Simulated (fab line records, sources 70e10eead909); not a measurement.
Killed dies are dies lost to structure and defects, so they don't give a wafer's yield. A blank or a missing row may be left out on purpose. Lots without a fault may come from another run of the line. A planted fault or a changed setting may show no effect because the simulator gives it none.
Which tool did it? | flow nand_harc | 13 lots, 39 wafers sampled, at 6 steps of a route of 1302

WHAT THE GAUGES READ, wafer by wafer
NHARC_P_ZERO_WELL_INSPECT_43.
lot  | measured     | on                | raw_defect_count
L693 | day 2 03:21  | defect_inspect-01 | 5 6 18
L695 | day 2 23:41  | defect_inspect-01 | 7 4 12
L696 | day 3 09:56  | defect_inspect-02 | 15 6 10
L698 | day 4 15:34  | defect_inspect-02 | 24 13 5
L699 | day 4 15:53  | defect_inspect-01 | 11 12 13
L700 | day 5 01:32  | defect_inspect-02 | 5 11 10
L703 | day 6 08:56  | defect_inspect-02 | 416 406 419
L705 | day 7 03:59  | defect_inspect-01 | 419 432 426
L708 | day 8 10:17  | defect_inspect-01 | 9 8 10
L713 | day 10 11:26 | defect_inspect-01 | 25 19 17
L714 | day 10 21:49 | defect_inspect-01 | 8 7 2
L715 | day 11 07:38 | defect_inspect-01 | 13 10 18
L716 | day 11 17:32 | defect_inspect-01 | 4 14 10

NHARC_P_STI_CD_MEAS_16.
lot  | measured     | on        | cd_nm (nm)
L693 | day 2 23:36  | cd_sem-03 | 202.9 201.6 201.4
L695 | day 3 17:30  | cd_sem-02 | 199.9 198.4 196.4
L696 | day 4 01:10  | cd_sem-02 | 200.5 200.5 201.7
L698 | day 5 09:11  | cd_sem-02 | 200.9 203.5 199.1
L699 | day 5 09:02  | cd_sem-01 | 201.9 201.2 202.6
L700 | day 5 19:12  | cd_sem-01 | 198.5 200.5 195.5
L703 | day 7 02:38  | cd_sem-02 | 198.0 198.6 197.8
L705 | day 7 21:42  | cd_sem-03 | 200.8 201.6 202.9
L708 | day 9 02:49  | cd_sem-02 | 200.2 197.4 199.1
L713 | day 11 07:55 | cd_sem-02 | 198.1 200.9 201.3
L714 | day 11 13:02 | cd_sem-01 | 199.1 202.5 200.8
L715 | day 11 22:54 | cd_sem-02 | 198.3 201.5 199.3
L716 | day 12 08:53 | cd_sem-03 | 196.3 195.2 196.5

NHARC_P_GATE_CD_MEAS_11: target cd 1640 nm.
lot  | measured     | on        | cd_nm (nm)
L693 | day 4 17:32  | cd_sem-02 | 1640.9 1639.9 1641.2
L695 | day 5 05:50  | cd_sem-01 | 1642.3 1640.3 1642.6
L696 | day 5 11:16  | cd_sem-02 | 1639.3 1641.2 1640.2
L698 | day 6 20:53  | cd_sem-01 | 1639.4 1640.2 1640.7
L699 | day 6 20:44  | cd_sem-02 | 1639.0 1638.5 1639.5
L700 | day 7 11:37  | cd_sem-02 | 1641.7 1642.2 1640.1
L703 | day 8 15:08  | cd_sem-01 | 1640.7 1639.0 1640.8
L705 | day 9 07:35  | cd_sem-02 | 1639.8 1642.4 1639.5
L708 | day 10 09:25 | cd_sem-01 | 1643.0 1641.9 1640.4
L713 | day 12 19:07 | cd_sem-03 | 1640.9 1640.2 1641.1
L714 | day 12 19:17 | cd_sem-01 | 1639.5 1640.5 1640.2
L715 | day 13 07:53 | cd_sem-01 | 1638.4 1640.1 1640.0
L716 | day 13 18:37 | cd_sem-02 | 1639.9 1639.1 1640.4

NHARC_END_SORT_01.
lot  | measured     | on        | killed_at_array | killed_at_other | killed_at_periphery | killed_dies | killed_open | killed_short
L703 | day 28 14:04 | prober-01 | 33 23 34        | 2 1 1           | 80 88 81            | 115 112 116 | 3 3 6       | 2 1 4
L705 | day 29 19:15 | prober-01 | 50 41 35        | 0 0 0           | 86 84 37            | 136 125 72  | 2 1 2       | 1 0 1

WHICH TOOL RAN EACH LOT (tool, then ch and the chambers of the sampled wafers, then the start)
lot  | NHARC_P_ZERO_WELL_STRIP_28          | NHARC_P_GATE_ETCH_114
L693 | wet_bench-05 ch 4,5,6, day 1 23:17  | rie_diel-06 ch 0,1,3, no start
L695 | wet_bench-06 ch 0,1,7, day 2 19:30  | rie_diel-06 ch 0,2,3, no start
L696 | wet_bench-06 ch 0,2,6, day 3 05:42  | rie_diel-06 ch 1,2,3, no start
L698 | wet_bench-09 ch 5,6,7, day 4 11:29  | rie_diel-06 ch 0,3, no start
L699 | wet_bench-06 ch 1,3,6, day 4 11:38  | rie_diel-08 ch 1,3, no start
L700 | wet_bench-05 ch 1,3,6, day 4 21:20  | rie_diel-04 ch 0,1, no start
L703 | wet_bench-06 ch 3,5,6, day 6 04:05  | rie_diel-08 ch 0,2,3, day 28 14:04 or earlier
L705 | wet_bench-06 ch 0,1,5, day 6 23:45  | rie_diel-04 ch 0,1,3, day 29 19:15 or earlier
L708 | wet_bench-05 ch 0,1,3, day 8 06:05  | rie_diel-06 ch 0,1,2, no start
L713 | wet_bench-06 ch 0,4,7, day 10 07:12 | rie_diel-04 ch 0,1,3, no start
L714 | wet_bench-09 ch 2,3,7, day 10 17:29 | rie_diel-08 ch 0,2,3, no start
L715 | wet_bench-09 ch 1,3,7, day 11 03:31 | rie_diel-08 ch 1,2,3, no start
L716 | wet_bench-09 ch 2,4,7, day 11 13:28 | rie_diel-06 ch 2,3, no start
- NHARC_P_ZERO_WELL_STRIP_28: strips in SPM, time 840 s.
- NHARC_P_GATE_ETCH_114: etches the open film in CF4/O2, target depth 30 nm, overetch 3 nm, time 16.5 s.

WHAT THE TOOLS THEMSELVES READ (means of the sampled wafers that have a number; where no wafer has one, the mark that the record gives instead)
NHARC_P_GATE_ETCH_114.
lot  | tool        | drypump_motor_current_A (A) | oes_o_777_au (a.u.) | oes_product_au (a.u.) | rf_vpp_V (V) | showerhead_plenum_p_Torr (Torr) | throttle_valve_pct (%)
L693 | rie_diel-06 | 5.6                         | 0.995               | 1.002                 | 198.2        | 1.35                            | 13.398
L695 | rie_diel-06 | 5.5                         | 1.002               | 0.998                 | 199.1        | 1.36                            | 13.401
L696 | rie_diel-06 | 6.0                         | 0.998               | 1.001                 | 198.1        | 1.37                            | 13.404
L698 | rie_diel-06 | 5.6                         | 1.004               | 0.998                 | 197.4        | 1.36                            | 13.396
L699 | rie_diel-08 | 5.9                         | 1.000               | 0.999                 | 198.3        | 1.33                            | 13.397
L700 | rie_diel-04 | 6.1                         | 1.001               | 0.997                 | 196.9        | 1.30                            | 13.408
L703 | rie_diel-08 | 5.8                         | 1.001               | 1.008                 | 197.1        | 1.35                            | 13.397
L705 | rie_diel-04 | 5.7                         | 1.001               | 0.989                 | 197.3        | 1.33                            | 13.396
L708 | rie_diel-06 | 5.5                         | 1.001               | 1.009                 | 197.5        | 1.35                            | 13.399
L713 | rie_diel-04 | 5.7                         | 1.003               | 0.989                 | 197.8        | 1.33                            | 13.392
L714 | rie_diel-08 | 5.8                         | 1.001               | 0.995                 | 197.9        | 1.35                            | 13.392
L715 | rie_diel-08 | 5.7                         | 1.000               | 0.999                 | 197.1        | 1.30                            | 13.398
L716 | rie_diel-06 | 5.9                         | 0.994               | 1.002                 | 198.8        | 1.38                            | 13.398

THE ANSWER, worked out from the rows above alone
Rule: what is usual is taken from the lots themselves. Put in order of their means at a reading, lots are off if they are a third of the lots or fewer, leave a main group of 4 or more, and stand apart from it by a gap of 3 or more times the standard deviation of the main group's means; of several such gaps the widest counts. A main group whose means are all the same, to the digits that the tables above print for the reading, isn't used. A lot without any number at a reading at which 4 lots or more have one is off too. The other lots that the step has rows for count as sound. The gauges are gone through in route order, then the tools' own readings, and for those a lot's mean is taken as printed above. The first step at which some lot is off is used, and at that step the reading that is off furthest; a lot without a number counts as furthest.
Off: L703, L705, at NHARC_P_ZERO_WELL_INSPECT_43 (raw_defect_count). The main group: mean 11, standard deviation 3.8.
A tool fits if, at a process step before that reading, it ran every lot that is off, and no sound lot after the first of them. The gauges at NHARC_P_ZERO_WELL_INSPECT_43 are tried like those tools. None of those tried fits.

WHAT THE SIMULATOR HAD PUT IN
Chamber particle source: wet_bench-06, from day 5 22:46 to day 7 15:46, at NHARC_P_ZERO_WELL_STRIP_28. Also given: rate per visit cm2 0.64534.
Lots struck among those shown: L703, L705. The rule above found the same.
